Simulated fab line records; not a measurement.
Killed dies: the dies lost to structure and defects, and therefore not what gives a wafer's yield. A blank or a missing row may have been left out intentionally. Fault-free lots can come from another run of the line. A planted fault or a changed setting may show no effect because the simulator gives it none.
Chamber matching ; flow n5 finfet ; N5_HKMG_FIN_STRIP_92 on rie diel-01 has 4 sister chambers
The step strips SOC in N2/H2, time 20 s. 8 wafers are shown with their chamber, then 9 later ones without.

EACH WAFER AND ITS CHAMBER
wafer;chamber;showerhead plenum p Torr (Torr);oes product au (a.u.)
L080.4;1;3.55;0.85
L081.5;3;3.30;0.89
L083.1;2;3.22;0.73
L083.3;3;3.30;0.88
L083.4;0;3.34;0.74
L084.1;0;3.34;0.74
L084.3;1;3.54;0.84
L084.6;2;3.22;0.72

WAFERS WHOSE CHAMBER IS MISSING
wafer;showerhead plenum p Torr (Torr);oes product au (a.u.)
L087.1;3.34;0.73
L087.4;3.29;0.86
L087.5;3.22;0.71
L088.1;3.34;0.73
L088.3;3.54;0.84
L088.6;3.22;0.71
L096.2;3.21;0.70
L096.4;3.53;0.81
L096.6;3.28;0.84

CHAMBER TAKEN BY EACH
wafer;from the rows above;in truth
L087.1;0;0
L087.4;3;3
L087.5;2;2
L088.1;0;0
L088.3;1;1
L088.6;2;2
L096.2;2;2
L096.4;1;1
L096.6;3;3
Correct placement for 9 of the 9. Can't be placed from these rows: 0. Number placed wrongly: 0.
How it was worked out, from the rows above alone: a wafer's distance from a chamber is the root of the sum, over the readings, of the square of ((its reading less the chamber's mean) divided by the reading's scatter). The wafer belongs to the nearest chamber; if the next one is less than 2 further off, it can't be placed. For every chamber, the mean is computed from those of its wafers that are shown. The scatter: the root of (the sum of the squares of (reading less its chamber's mean) over the shown wafers, divided by (wafers less chambers)).
